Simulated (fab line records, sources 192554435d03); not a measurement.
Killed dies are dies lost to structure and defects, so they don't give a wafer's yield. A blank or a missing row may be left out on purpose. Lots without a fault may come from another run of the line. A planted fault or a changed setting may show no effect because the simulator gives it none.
fab line records | flow n5_finfet
record lots=7 wafers=21
route steps=1938 shown MOL_CONTACT_COAG@523 BEOL_M0_SAQP@634 BEOL_M1@789
start_h: hours from the record's first day to the start of the lot's first wafer shown | wait_h: hours since the lot's step before | " the same as in the row above | L1.1+2: a row that stands for several wafers | - no value, or no start given | * or withheld: withheld | < > ~ a bound
route shown NAME@n: a module of which the file shows steps, and the number in the route of the first | usual: mean/standard deviation of fault-free wafers | same: alike in all rows | chamber/n: place in a boat | sites: the reading at each site | _std_site: their standard deviation | _edge_site: outer sites' mean less inner sites' | radius_mm: how far each site lies from the wafer's centre | mask NAME#n: copy n | behind: the tool/chamber that last shaped the wafer | hold: why the lot was held/for how many hours/how that ended | device: the transistor (n, p or np) that didn't switch | end of line: the same wafers' tests at the end of the route | a step without rows: its recipe alone | killed: dies lost to structure and defects at the first sort, not the wafer's yield | map: a wafer's dies, x killed, . not, _ none there
set.NAME: the setting as run; set.NAME@STEP: as run at that earlier step | model.NAME: the simulator's own value behind a step, which no gauge read
lots whose settings were changed on purpose; a table a step, a row a wafer
## steps
# step N5_MOL_CONTACT_COAG_EXPOSE_05
# recipe mask_id=CA na=0.33 source_shape=annular sigma_inner=0.4 sigma_outer=0.8 polarization=unpolarized defocus_nm=0 dose_mj=38.25
# columns lot.wafer tool chamber start_h wait_h mask set.dose_mj
L081.2 euv_scanner-01 0 128.95 - CA#0 39.97
L081.4+5 " 0 " " CA#0 38.25
L082.2+3+5 euv_scanner-01 0 135.83 - CA#0 38.25
L083.2+6 euv_scanner-01 0 143.37 - CA#0 38.25
L083.3 " 0 " " CA#0 40.07
L086.1 euv_scanner-01 0 160.79 - CA#0 38.25
L086.3+5 " 0 " " CA#0 36.37
L087.1+5 euv_scanner-02 0 168.81 - CA#0 37.03
L087.4 " 0 " " CA#0 38.25
L092.1+2+5 euv_scanner-01 0 196.72 - CA#0 38.25
L096.1+2+3 euv_scanner-01 0 222.25 - CA#0 38.25
# step N5_MOL_CONTACT_COAG_PEB_06
# recipe peb_temp_c=100 peb_time_s=60 resist=CAR-EUV
# step N5_MOL_CONTACT_COAG_DEVELOP_07
# recipe develop_time_s=30 developer=TMAH resist=CAR-EUV rinse_liquid=surfactant_rinse dry=air_spin dev_temp_c=23
# step N5_MOL_CONTACT_COAG_CD_MEAS_08
# recipe target_cd_nm=28 landing_energy_ev=500 detector=se_inlens polarity=opening
# usual cd_nm=28.03/0.26
# columns lot.wafer tool chamber start_h wait_h set.dose_mj@MOL_CONTACT_COAG_EXPOSE_05 cd_nm
L081.2 cd_sem-02 0 129.08 - 39.97 28.83
L081.4 " 0 " " 38.25 27.78
L081.5 " 0 " " 38.25 27.52
L082.2 cd_sem-01 0 135.95 - 38.25 28.04
L082.3 " 0 " " 38.25 28.02
L082.5 " 0 " " 38.25 28.09
L083.2 cd_sem-02 0 143.49 - 38.25 28.16
L083.3 " 0 " " 40.07 29.33
L083.6 " 0 " " 38.25 27.69
L086.1 cd_sem-02 0 160.91 - 38.25 27.94
L086.3 " 0 " " 36.37 26.50
L086.5 " 0 " " 36.37 26.67
L087.1 cd_sem-02 0 168.94 - 37.03 27.43
L087.4 " 0 " " 38.25 27.88
L087.5 " 0 " " 37.03 27.54
L092.1 cd_sem-03 0 196.85 - 38.25 27.95
L092.2 " 0 " " 38.25 28.09
L092.5 " 0 " " 38.25 27.89
L096.1 cd_sem-01 0 222.38 - 38.25 27.76
L096.2 " 0 " " 38.25 27.80
L096.3 " 0 " " 38.25 27.82
# step N5_MOL_CONTACT_COAG_DESCUM_13
# recipe chemistry=O2 time_s=7 source_power_w=50 bias_power_w=20 pressure_mtorr=20 rf_frequency_hz=2.712e+07 temp_c=40 resist=CAR-EUV o2_flow_sccm=225
# step N5_MOL_CONTACT_COAG_ETCH_59
# recipe chemistry=N2/H2 target=underlayer target_depth_a=130 mask_material=CAR-EUV time_s=10.4 ion_energy_ev=200 pressure_mtorr=30 source_w=840 bias_w=150 n2_flow_sccm=200 h2_flow_sccm=200 ends=cleared
# columns lot.wafer tool chamber start_h wait_h set.dose_mj@MOL_CONTACT_COAG_EXPOSE_05 model.MOL_CONTACT_COAG.cd_offset_nm
L081.2 rie_diel-03 3 129.24 0.0 39.97 0.8
L081.4+5 " 0,1 " " 38.25 0
L082.2 rie_diel-03 0 136.81 0.0 38.25 0
L082.3+5 " 2,3 " " 38.25 0.2
L083.2+6 rie_diel-03 2,1 143.65 0.0 38.25 0
L083.3 " 0 " " 40.07 0.8
L086.1 rie_diel-03 2 161.07 0.0 38.25 0
L086.3 " 3 " " 36.37 -1.2
L086.5 " 0 " " 36.37 -1
L087.1+5 rie_diel-04 0,1 169.10 0.0 37.03 -0.6
L087.4 " 2 " " 38.25 0.2
L092.1+2+5 rie_diel-01 1,2,1 197.01 0.0 38.25 0
L096.1+2+3 rie_diel-04 1,0,3 222.54 0.0 38.25 0
# step N5_MOL_CONTACT_COAG_ETCH_105
# recipe chemistry=CF4 target=SiARC target_depth_a=156 mask_material=CAR-EUV time_s=26 ion_energy_ev=80 pressure_mtorr=40 source_w=545 bias_w=36 Ar_flow_sccm=100 cf4_flow_sccm=100 ends=cleared
# columns lot.wafer tool chamber start_h wait_h set.dose_mj@MOL_CONTACT_COAG_EXPOSE_05 model.MOL_CONTACT_COAG.cd_offset_nm
L081.2 rie_diel-03 3 129.26 0.0 39.97 0.8
L081.4 " 0 " " 38.25 0
L081.5 " 1 " " 38.25 -0.2
L082.2+3 rie_diel-03 0,2 136.83 0.0 38.25 0
L082.5 " 3 " " 38.25 0.2
L083.2 rie_diel-03 2 143.67 0.0 38.25 -0.2
L083.3 " 0 " " 40.07 0.8
L083.6 " 1 " " 38.25 0
L086.1 rie_diel-03 2 161.09 0.0 38.25 -0.2
L086.3 " 3 " " 36.37 -1.4
L086.5 " 0 " " 36.37 -1.2
L087.1+5 rie_diel-04 0,1 169.12 0.0 37.03 -0.6
L087.4 " 2 " " 38.25 0.2
L092.1+2+5 rie_diel-01 1,2,1 197.03 0.0 38.25 0
L096.1+3 rie_diel-04 1,3 222.56 0.0 38.25 0
L096.2 " 0 " " 38.25 -0.2
# step N5_MOL_CONTACT_COAG_CONTACT_ETCH_14
# recipe chemistry=C4F6/O2 target=SiO2 target_depth_a=275 overetch_a=85 mask_material=SOC pressure_mtorr=30 source_w=370 bias_w=185 Ar_flow_sccm=300 C4F6_flow_sccm=16 O2_flow_sccm=10 time_s=20 ion_energy_ev=259.6
# columns lot.wafer tool chamber start_h wait_h set.time_s set.dose_mj@MOL_CONTACT_COAG_EXPOSE_05 model.MOL_CONTACT_COAG.cd_offset_nm
L081.2 rie_diel-03 3 129.39 0.0 20 39.97 0.8
L081.4 " 0 " " 23.01 38.25 0
L081.5 " 1 " " 23.01 38.25 -0.2
L082.2+3+5 rie_diel-03 0,2,3 136.96 0.0 20 38.25 0.2
L083.2 rie_diel-03 2 143.80 0.0 20 38.25 -0.2
L083.3 " 0 " " 20 40.07 0.8
L083.6 " 1 " " 24.33 38.25 0
L086.1 rie_diel-03 2 161.22 0.0 20 38.25 0
L086.3 " 3 " " 16.16 36.37 -1.4
L086.5 " 0 " " 20 36.37 -1
L087.1 rie_diel-04 0 169.25 0.0 20 37.03 -0.4
L087.4 " 2 " " 16.68 38.25 0.4
L087.5 " 1 " " 16.68 37.03 -0.4
L092.1 rie_diel-01 1 197.16 0.0 21.33 38.25 0
L092.2 " 2 " " 21.33 38.25 -0.2
L092.5 " 1 " " 20 38.25 0
L096.1 rie_diel-04 1 222.69 0.0 20 38.25 0
L096.2 " 0 " " 16.97 38.25 0
L096.3 " 3 " " 16.97 38.25 0.4
# step N5_MOL_CONTACT_COAG_ALD_27
# recipe material=SiOC target_thk_a=170 temp_c=400 ald_precursor_family=carbosiloxane ald_co_reactant=H2-plasma pulse_time_s=1.5 time_s=2720 purge_time_s=2 co_reactant_purge_time_s=2 ald_cycles=340 pressure_torr=2
# columns lot.wafer tool chamber start_h wait_h set.time_s model.SiOC_of_MOL_CONTACT_COAG_ALD_27.thk_nm
L081.2 ald_sin-04 0 137.54 0.6 2720 17.2
L081.4 " 3 " " 2720 17
L081.5 " 1 " " 2357 14.8
L082.2+3+5 ald_sin-02 1,0,1 143.64 0.0 2720 17
L083.2 ald_sin-02 0 152.17 0.0 2720 17
L083.3 " 1 " " 3088 17
L083.6 " 3 " " 3088 16.8
L086.1+3+5 ald_sin-02 0,2,1 168.49 0.0 2720 17
L087.1+4+5 ald_sin-02 1,2,3 176.36 0.0 2720 17
L092.1 ald_sin-04 0 205.68 0.0 2720 17
L092.2+5 " 1 " " 2502 15.6
L096.1+3 ald_sin-02 3,2 230.22 0.0 2720 17
L096.2 " 1 " " 2720 17.2
# step N5_MOL_CONTACT_COAG_COAT_76
# recipe resist=SiARC temp_c=220 time_s=60 spin_rpm=1500 resist_thk_nm=10
# columns lot.wafer tool chamber start_h wait_h set.spin_rpm model.SiARC_of_MOL_CONTACT_COAG_COAT_76.thk_nm
L081.2+5 litho_track-03 0 - - 1500 10
L081.4 " 0 " " 1565 9.8
L082.2+3+5 litho_track-01 0 - - 1500 10
L083.2+3 litho_track-03 0 - - 1588 9.6
L083.6 " 0 " " 1500 10
L086.1+5 litho_track-03 0 - - 1632 9.6
L086.3 " 0 " " 1500 10
L087.1 litho_track-03 0 - - 1444 10.2
L087.4+5 " 0 " " 1500 10
L092.1+2+5 litho_track-05 0 - - 1500 10
L096.1+2+3 litho_track-01 0 - - 1500 10
# step N5_MOL_CONTACT_COAG_COAT_77
# recipe resist=underlayer temp_c=205 time_s=60 spin_rpm=1500 resist_thk_nm=10
# step N5_MOL_CONTACT_COAG_COAT_78
# recipe resist=CAR-EUV spin_rpm=1500 resist_thk_nm=40
# step N5_MOL_CONTACT_COAG_DESCUM_88
# recipe chemistry=O2 time_s=7 source_power_w=50 bias_power_w=20 pressure_mtorr=20 rf_frequency_hz=2.712e+07 temp_c=40 resist=CAR-EUV o2_flow_sccm=225
# step N5_MOL_CONTACT_COAG_ETCH_89
# recipe chemistry=N2/H2 target=underlayer target_depth_a=130 mask_material=CAR-EUV time_s=10.4 ion_energy_ev=200 pressure_mtorr=30 source_w=840 bias_w=150 n2_flow_sccm=200 h2_flow_sccm=200 ends=cleared
# step N5_MOL_CONTACT_COAG_ETCH_90
# recipe chemistry=CF4 target=SiARC target_depth_a=130 mask_material=CAR-EUV time_s=21.7 ion_energy_ev=80 pressure_mtorr=40 source_w=545 bias_w=36 Ar_flow_sccm=100 cf4_flow_sccm=100 ends=cleared
# usual etch_rf_on_time_s=21.52/0.25
# columns lot.wafer tool chamber start_h wait_h set.spin_rpm@MOL_CONTACT_COAG_COAT_76 etch_rf_on_time_s model.etch.depth_nm model.CAR-EUV_of_MOL_CONTACT_COAG_COAT_78.thk_nm
L081.2 rie_diel-01 0 140.68 0.0 1500 21.58 9.945 17
L081.4 " 2 " " 1565 21.33 9.806 17.2
L081.5 " 1 " " 1500 21.47 9.988 17
L082.2 rie_diel-03 2 146.82 0.0 1500 21.69 9.946 16.8
L082.3 " 0 " " 1500 21.36 9.964 16.8
L082.5 " 2 " " 1500 21.95 9.98 16.8
L083.2 rie_diel-03 3 155.08 0.0 1588 21.07 9.678 17.4
L083.3 " 1 " " 1588 20.73 9.677 17.2
L083.6 " 0 " " 1500 21.68 9.981 17
L086.1 rie_diel-04 0 171.68 0.0 1632 20.80 9.573 17.4
L086.3 " 3 " " 1500 22.00 10.01 16.8
L086.5 " 2 " " 1632 20.44 9.578 17.4
L087.1 rie_diel-04 0 179.54 0.0 1444 22.18 10.18 16.6
L087.4 " 1 " " 1500 21.54 9.979 16.8
L087.5 " 0 " " 1500 21.63 9.952 16.8
L092.1 rie_diel-01 3 208.60 0.0 1500 21.20 10.02 17.2
L092.2 " 0 " " 1500 21.74 10.05 17.2
L092.5 " 3 " " 1500 21.31 10.03 17.2
L096.1 rie_diel-01 1 233.58 0.0 1500 21.49 10.01 17
L096.2 " 3 " " 1500 21.27 10 16.8
L096.3 " 2 " " 1500 21.48 9.996 17
# step N5_MOL_CONTACT_COAG_ALD_131
# recipe material=SiO2 target_thk_a=50 temp_c=100 ald_precursor_family=BDEAS ald_co_reactant=O2-plasma pulse_time_s=1 co_reactant_pulse_time_s=1 purge_time_s=2 co_reactant_purge_time_s=2 ald_cycles=35 pressure_torr=2
# step N5_MOL_CONTACT_COAG_ETCHBACK_132
# recipe chemistry=CHF3 target=SiO2 target_depth_a=100 time_s=6.7 ion_energy_ev=200 pressure_mtorr=30 source_w=610 bias_w=170 Ar_flow_sccm=200 CHF3_flow_sccm=50
# columns lot.wafer tool chamber start_h wait_h set.spin_rpm@MOL_CONTACT_COAG_COAT_76 model.CAR-EUV_of_MOL_CONTACT_COAG_COAT_78.thk_nm
L081.2+5 rie_diel-03 0,1 140.94 0.1 1500 15.6
L081.4 " 2 " " 1565 15.8
L082.2 rie_diel-01 1 147.26 0.3 1500 15.2
L082.3+5 " 3,1 " " 1500 15.4
L083.2 rie_diel-03 1 155.34 0.1 1588 16
L083.3 " 3 " " 1588 15.8
L083.6 " 1 " " 1500 15.4
L086.1+5 rie_diel-04 3,0 172.34 0.1 1632 16
L086.3 " 1 " " 1500 15.4
L087.1 rie_diel-03 1 180.12 0.4 1444 15.2
L087.4+5 " 2,1 " " 1500 15.4
L092.1+5 rie_diel-01 0,1 208.86 0.1 1500 15.8
L092.2 " 2 " " 1500 15.6
L096.1+3 rie_diel-01 2,0 233.84 0.1 1500 15.6
L096.2 " 1 " " 1500 15.4
# step N5_MOL_CONTACT_COAG_ETCH_91
# recipe chemistry=N2/H2 target=SOC target_depth_a=600 overetch_a=210 mask_material=SiARC temp_c=40 time_s=101.2 ion_energy_ev=200 pressure_mtorr=30 source_w=840 bias_w=150 n2_flow_sccm=200 h2_flow_sccm=200
# columns lot.wafer tool chamber start_h wait_h set.spin_rpm@MOL_CONTACT_COAG_COAT_76 model.SiARC_of_MOL_CONTACT_COAG_COAT_76.thk_nm
L081.2+5 rie_diel-03 0,1 140.97 0.0 1500 5.8
L081.4 " 2 " " 1565 5.6
L082.2+5 rie_diel-01 1 147.29 0.0 1500 5.6
L082.3 " 3 " " 1500 5.8
L083.2+3 rie_diel-03 1,3 155.38 0.0 1588 5.4
L083.6 " 1 " " 1500 5.8
L086.1 rie_diel-04 3 172.37 0.0 1632 5.4
L086.3 " 1 " " 1500 5.8
L086.5 " 0 " " 1632 5.2
L087.1 rie_diel-03 1 180.17 0.0 1444 6
L087.4+5 " 2,1 " " 1500 5.8
L092.1+2+5 rie_diel-01 0,2,1 208.89 0.0 1500 5.8
L096.1+2+3 rie_diel-01 2,1,0 233.87 0.0 1500 5.8
# step N5_BEOL_M0_SAQP_HM_DEP_02
# recipe material=TiN target_thk_a=120 temp_c=25 chamber_pressure_pa=0.49996
# columns lot.wafer tool chamber start_h wait_h set.target_thk_a model.TiN_of_BEOL_M0_SAQP_HM_DEP_02.thk_nm
L081.2+4+5 pvd_sputter-03 - 151.23 1.4 120 12
L082.2+5 pvd_sputter-01 - 154.22 0.9 120 12.2
L082.3 " - " " 120 12.4
L083.2+3+6 pvd_sputter-03 - 162.39 0.0 120 12
L086.1+3 pvd_sputter-01 - 179.74 1.0 120 12
L086.5 " - " " 129.5 13
L087.1+4 pvd_sputter-03 - 188.62 1.9 120 12.2
L087.5 " - " " 104.1 10.6
L092.1 pvd_sputter-01 - 215.62 0.4 120 11.8
L092.2 " - " " 120 12
L092.5 " - " " 120 11.6
L096.1+2+3 pvd_sputter-02 - 241.47 1.5 111.4 11.4
# step N5_BEOL_M1_DESCUM_33
# recipe chemistry=O2 time_s=7 source_power_w=50 bias_power_w=20 pressure_mtorr=20 rf_frequency_hz=2.712e+07 temp_c=40 resist=CAR-EUV o2_flow_sccm=225
# columns lot.wafer tool chamber start_h wait_h set.time_s model.CAR-EUV_of_BEOL_M1_COAT_22.thk_nm
L081.2+4 rie_diel-02 1,2 167.67 0.0 7 26
L081.5 " 0 " " 5.816 26.6
L082.2 rie_diel-02 2 173.77 0.0 7 26.2
L082.3+5 " 1,2 " " 7 26
L083.2+6 rie_diel-02 1 181.93 0.3 7.841 25.6
L083.3 " 2 " " 7 26.2
L086.1+5 rie_diel-06 1 196.40 0.0 7.642 25.8
L086.3 " 0 " " 7 26
L087.1 rie_diel-06 3 207.39 0.0 6.095 26.4
L087.4+5 " 1,0 " " 7 26
L092.1 rie_diel-05 1 237.41 0.0 6.398 26.4
L092.2 " 0 " " 7 26
L092.5 " 0 " " 7 26.2
L096.1+2 rie_diel-02 0,1 257.01 0.0 7 26.2
L096.3 " 3 " " 7.914 25.8
# step N5_BEOL_M1_ETCH_77
# recipe chemistry=N2/H2 target=underlayer target_depth_a=65 mask_material=CAR-EUV time_s=5.2 ion_energy_ev=200 pressure_mtorr=30 source_w=840 bias_w=150 n2_flow_sccm=200 h2_flow_sccm=200 ends=cleared
# columns lot.wafer tool chamber start_h wait_h set.time_s@BEOL_M1_DESCUM_33 model.CAR-EUV_of_BEOL_M1_COAT_22.thk_nm
L081.2+4 rie_diel-02 1,2 167.71 0.0 7 20.4
L081.5 " 0 " " 5.816 21
L082.2+3+5 rie_diel-02 2,1,2 173.80 0.0 7 20.4
L083.2+6 rie_diel-02 1 181.96 0.0 7.841 20
L083.3 " 2 " " 7 20.4
L086.1+5 rie_diel-06 1 196.43 0.0 7.642 20
L086.3 " 0 " " 7 20.2
L087.1 rie_diel-06 3 207.43 0.0 6.095 20.8
L087.4+5 " 1,0 " " 7 20.4
L092.1 rie_diel-05 1 237.44 0.0 6.398 20.6
L092.2+5 " 0 " " 7 20.4
L096.1 rie_diel-02 0 257.04 0.0 7 20.6
L096.2 " 1 " " 7 20.4
L096.3 " 3 " " 7.914 20
# step N5_BEOL_M1_ETCH_69
# recipe chemistry=CF4 target=SiARC target_depth_a=156 mask_material=CAR-EUV time_s=26 ion_energy_ev=80 pressure_mtorr=40 source_w=545 bias_w=36 Ar_flow_sccm=100 cf4_flow_sccm=100 ends=cleared
# columns lot.wafer tool chamber start_h wait_h set.time_s@BEOL_M1_DESCUM_33 model.CAR-EUV_of_BEOL_M1_COAT_22.thk_nm
L081.2+4 rie_diel-02 1,2 167.72 0.0 7 11.2
L081.5 " 0 " " 5.816 11.8
L082.2+3+5 rie_diel-02 2,1,2 173.82 0.0 7 11.2
L083.2+6 rie_diel-02 1 181.98 0.0 7.841 10.8
L083.3 " 2 " " 7 11.2
L086.1+5 rie_diel-06 1 196.45 0.0 7.642 10.8
L086.3 " 0 " " 7 11
L087.1 rie_diel-06 3 207.45 0.0 6.095 11.6
L087.4+5 " 1,0 " " 7 11.2
L092.1 rie_diel-05 1 237.46 0.0 6.398 11.4
L092.2+5 " 0 " " 7 11.2
L096.1+2 rie_diel-02 0,1 257.06 0.0 7 11.2
L096.3 " 3 " " 7.914 10.8
# step N5_BEOL_M1_ALD_98
# recipe material=SiO2 target_thk_a=25 temp_c=100 ald_precursor_family=BDEAS ald_co_reactant=O2-plasma pulse_time_s=1 co_reactant_pulse_time_s=1 purge_time_s=2 co_reactant_purge_time_s=2 ald_cycles=17 pressure_torr=2
# step N5_BEOL_M1_ETCHBACK_99
# recipe chemistry=CHF3 target=SiO2 target_depth_a=50 time_s=10.4 source_w=215 bias_w=47 Ar_flow_sccm=200 CHF3_flow_sccm=12 ion_energy_ev=100 pressure_mtorr=30
# columns lot.wafer tool chamber start_h wait_h set.time_s@BEOL_M1_DESCUM_33 model.CAR-EUV_of_BEOL_M1_COAT_22.thk_nm
L081.2+4 rie_diel-02 0 180.45 12.4 7 10.4
L081.5 " 2 " " 5.816 11
L083.2+6 rie_diel-02 1,0 183.80 1.7 7.841 10
L083.3 " 0 " " 7 10.4
L082.2+5 rie_diel-06 3 184.02 9.8 7 10.6
L082.3 " 1 " " 7 10.4
L086.1+5 rie_diel-06 2,0 205.56 9.0 7.642 10
L086.3 " 1 " " 7 10.4
L087.1 rie_diel-06 2 214.20 6.6 6.095 10.8
L087.4+5 " 1,2 " " 7 10.4
L092.1 rie_diel-05 2 250.89 13.3 6.398 10.6
L092.2 " 1 " " 7 10.4
L092.5 " 3 " " 7 10.6
L096.1 rie_diel-02 1 278.29 20.8 7 10.6
L096.2 " 0 " " 7 10.4
L096.3 " 3 " " 7.914 10
# step N5_BEOL_M1_VIA_ETCH_34
# recipe chemistry=C4F6/O2 target_depth_a=678 mask_material=SOC pressure_mtorr=15 ion_energy_ev=250 taper_deg=4 time_s=64.4 source_w=350 bias_w=170 Ar_flow_sccm=300 C4F6_flow_sccm=10 O2_flow_sccm=10
# usual rf_vpp_V=668/6.9
# columns lot.wafer tool chamber start_h wait_h set.bias_w rf_vpp_V model.etch.depth_nm model.SOC_of_BEOL_M1_COAT_67.thk_nm
L081.2 rie_diel-02 0 180.58 0.0 170 670 68.1 51.8
L081.4 " 0 " " 152.5 616 65.7 52.2
L081.5 " 2 " " 152.5 624 67.34 52
L083.2 rie_diel-02 1 183.94 0.0 170 669 68.64 52.2
L083.3 " 0 " " 199.6 762 71.64 51.6
L083.6 " 0 " " 170 671 67.66 52.2
L082.2 rie_diel-06 3 184.16 0.0 170 662 66.62 52
L082.3 " 1 " " 170 671 67.65 52
L082.5 " 3 " " 170 664 66.73 52
L086.1 rie_diel-06 2 205.70 0.0 170 661 66.51 52.6
L086.3 " 1 " " 170 670 67.49 52.2
L086.5 " 0 " " 190.1 717 69.55 52
L087.1 rie_diel-06 2 214.34 0.0 148.5 595 64.43 52.4
L087.4 " 1 " " 170 670 67.79 51.8
L087.5 " 2 " " 148.5 594 64.51 52.4
L092.1 rie_diel-05 2 251.03 0.0 170 668 67.73 51.8
L092.2 " 1 " " 178.3 680 68.34 51.8
L092.5 " 3 " " 170 670 66.78 51.8
L096.1 rie_diel-02 1 278.43 0.0 194.5 744 70.78 51.8
L096.2 " 0 " " 170 670 67.62 52.2
L096.3 " 3 " " 194.5 745 71.7 51.8
## key
split step=N5_MOL_CONTACT_COAG_EXPOSE_05 setting=dose_mj stated=38.25 by=wafer
response step=N5_MOL_CONTACT_COAG_CD_MEAS_08 reading=cd_nm change=+0.258 per=1% r=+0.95
response step=N5_MOL_CONTACT_COAG_ETCH_59 reading=model.MOL_CONTACT_COAG.cd_offset_nm change=+0.199 per=1% r=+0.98
response step=N5_MOL_CONTACT_COAG_ETCH_105 reading=model.MOL_CONTACT_COAG.cd_offset_nm change=+0.211 per=1% r=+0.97
response step=N5_MOL_CONTACT_COAG_CONTACT_ETCH_14 reading=model.MOL_CONTACT_COAG.cd_offset_nm change=+0.217 per=1% r=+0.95
split step=N5_MOL_CONTACT_COAG_CONTACT_ETCH_14 setting=time_s stated=20 by=wafer
response none clear
split step=N5_MOL_CONTACT_COAG_ALD_27 setting=time_s stated=2720 by=wafer
response step=N5_MOL_CONTACT_COAG_ALD_27 reading=model.SiOC_of_MOL_CONTACT_COAG_ALD_27.thk_nm shape=bent at_lowest=14.8 at_stated=17.02 at_highest=16.9
split step=N5_MOL_CONTACT_COAG_COAT_76 setting=spin_rpm stated=1500 by=wafer
response step=N5_MOL_CONTACT_COAG_COAT_76 reading=model.SiARC_of_MOL_CONTACT_COAG_COAT_76.thk_nm change=-0.0517 per=1% r=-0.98
response step=N5_MOL_CONTACT_COAG_ETCH_90 reading=etch_rf_on_time_s change=* per=1% r=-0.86
response step=N5_MOL_CONTACT_COAG_ETCH_90 reading=model.etch.depth_nm change=-0.0491 per=1% r=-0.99
response step=N5_MOL_CONTACT_COAG_ETCH_90 reading=model.CAR-EUV_of_MOL_CONTACT_COAG_COAT_78.thk_nm change=+0.0599 per=1% r=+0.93
response step=N5_MOL_CONTACT_COAG_ETCHBACK_132 reading=model.CAR-EUV_of_MOL_CONTACT_COAG_COAT_78.thk_nm change=+0.068 per=1% r=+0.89
response step=N5_MOL_CONTACT_COAG_ETCH_91 reading=model.SiARC_of_MOL_CONTACT_COAG_COAT_76.thk_nm change=-0.0578 per=1% r=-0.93
split step=N5_BEOL_M0_SAQP_HM_DEP_02 setting=target_thk_a stated=120 by=wafer
response step=N5_BEOL_M0_SAQP_HM_DEP_02 reading=model.TiN_of_BEOL_M0_SAQP_HM_DEP_02.thk_nm change=+0.122 per=1% r=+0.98
split step=N5_BEOL_M1_DESCUM_33 setting=time_s stated=7 by=wafer
response step=N5_BEOL_M1_DESCUM_33 reading=model.CAR-EUV_of_BEOL_M1_COAT_22.thk_nm change=-0.0347 per=1% r=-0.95
response step=N5_BEOL_M1_ETCH_77 reading=model.CAR-EUV_of_BEOL_M1_COAT_22.thk_nm change=-0.0326 per=1% r=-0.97
response step=N5_BEOL_M1_ETCH_69 reading=model.CAR-EUV_of_BEOL_M1_COAT_22.thk_nm change=-0.0312 per=1% r=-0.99
response step=N5_BEOL_M1_ETCHBACK_99 reading=model.CAR-EUV_of_BEOL_M1_COAT_22.thk_nm change=-0.0337 per=1% r=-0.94
split step=N5_BEOL_M1_VIA_ETCH_34 setting=bias_w stated=170 by=wafer
response step=N5_BEOL_M1_VIA_ETCH_34 reading=rf_vpp_V change=+5.13 per=1% r=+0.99
response step=N5_BEOL_M1_VIA_ETCH_34 reading=model.etch.depth_nm change=+0.22 per=1% r=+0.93
response step=N5_BEOL_M1_VIA_ETCH_34 reading=model.SOC_of_BEOL_M1_COAT_67.thk_nm change=-0.0336 per=1% r=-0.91
